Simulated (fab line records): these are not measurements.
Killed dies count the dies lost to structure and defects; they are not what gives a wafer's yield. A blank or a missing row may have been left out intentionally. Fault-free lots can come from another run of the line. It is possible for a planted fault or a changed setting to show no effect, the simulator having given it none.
Chamber matching + flow n5 finfet + N5_BEOL_M8_DEP_56 on pecvd-04: 3 sister chambers
The step deposits SiCN from 3MS/NH3, target thk 10 nm, time 17.5 s. 3 wafers are shown with their chamber, then 7 later ones without.

## EACH WAFER AND ITS CHAMBER
| wafer  | chamber | throttle valve pct (%) |
|--------|---------|------------------------|
| L509.5 | 1       | 9.2                    |
| L510.4 | 0       | 8.3                    |
| L510.5 | 2       | 8.8                    |

## WAFERS WITH NO CHAMBER GIVEN
| wafer  | throttle valve pct (%) |
|--------|------------------------|
| L514.3 | 8.8                    |
| L514.4 | 8.5                    |
| L516.4 | 9.2                    |
| L516.5 | 8.5                    |
| L516.6 | 8.5                    |
| L515.4 | 8.2                    |
| L515.6 | 8.8                    |

## CHAMBER TAKEN BY EACH
| wafer  | from the rows above     | in truth |
|--------|-------------------------|----------|
| L514.3 | 2                       | 2        |
| L514.4 | can't be placed: 0 or 2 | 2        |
| L516.4 | 1                       | 1        |
| L516.5 | can't be placed: 0 or 2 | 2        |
| L516.6 | can't be placed: 0 or 2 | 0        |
| L515.4 | 0                       | 0        |
| L515.6 | 2                       | 2        |
Correct placement for 4 of the 7. From these rows, 3 cannot be placed; in 3 the true chamber is one of the candidates. 0 placed wrongly.
How it was worked out, from the rows above alone: a wafer's distance from a chamber is the root of the sum, over the readings, of the square of ((its reading less the chamber's mean) divided by the reading's scatter). If the next closest chamber is less than 2 further off than the closest, the wafer can't be placed; otherwise it belongs to the closest. The mean given for a chamber averages the wafers shown for that chamber. The scatter (one wafer shown for each chamber): square how far every hidden wafer sits from the nearest shown wafer, average those squares and take the square root.
